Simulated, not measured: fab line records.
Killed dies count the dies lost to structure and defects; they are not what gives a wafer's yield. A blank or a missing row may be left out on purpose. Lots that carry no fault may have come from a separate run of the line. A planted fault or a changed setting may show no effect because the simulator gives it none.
Chamber matching	flow n5 finfet	N5_SD_EPI_P_ETCH_16 on rie diel-04 has 4 sister chambers
The step etches SiO2 in CHF3/O2, target depth 5 nm. 16 wafers are shown with their chamber, then 8 later ones without.

== WAFERS WITH THEIR CHAMBER ==
wafer	chamber	showerhead plenum p Torr (Torr)	oes product au (a.u.)	drypump motor current A (A)
L074.3	2	2.51	0.80	5.5
L074.4	1	2.36	0.92	5.2
L074.5	3	2.29	0.69	5.2
L075.1	3	2.29	0.69	5.2
L075.2	2	2.51	0.79	5.5
L075.5	3	2.29	0.69	5.2
L076.2	0	2.49	0.75	5.0
L076.3	1	2.36	0.91	5.2
L076.4	3	2.29	0.69	5.1
L079.2	2	2.51	0.79	5.5
L079.4	3	2.28	0.68	5.2
L079.6	0	2.49	0.75	4.9
L080.1	0	2.49	0.74	4.9
L080.2	1	2.36	0.91	5.2
L080.4	3	2.28	0.68	5.1
L091.2	0	2.48	0.74	4.9

SIGNATURES (averages over the wafers above)
reading	chamber 0	chamber 1	chamber 2	chamber 3	scatter within a chamber
showerhead plenum p Torr	2.4875	2.3600	2.5100	2.2867	0.00417
oes product au	0.7450	0.9133	0.7933	0.6867	0.00553
drypump motor current A	4.925	5.200	5.500	5.167	0.0417
Rule: for a wafer and a chamber, the distance is found by dividing, reading by reading, the gap between the wafer's reading and the chamber's mean by the reading's scatter, squaring, summing and taking the root. The wafer belongs to the nearest chamber; if the next one is less than 2 further off, it can't be placed. The scatter is the square root of a quotient: the sum, over the shown wafers, of each reading's squared deviation from its chamber's mean, divided by wafers minus chambers.

== WAFERS WITH NO CHAMBER GIVEN ==
wafer	showerhead plenum p Torr (Torr)	oes product au (a.u.)	drypump motor current A (A)
L091.3	2.50	0.78	5.5
L091.6	2.48	0.73	5.0
L092.1	2.35	0.88	5.2
L092.3	2.48	0.73	4.9
L092.4	2.50	0.77	5.5
L096.1	2.48	0.73	5.0
L096.2	2.50	0.76	5.5
L096.4	2.35	0.86	5.2

== CHAMBER TAKEN BY EACH ==
wafer	from the rows above	in truth
L091.3	2	2
L091.6	0	0
L092.1	1	1
L092.3	0	0
L092.4	2	2
L096.1	0	0
L096.2	2	2
L096.4	1	1
Placed correctly: 8 of 8. Can't be placed from these rows: 0. Placed wrongly: 0.
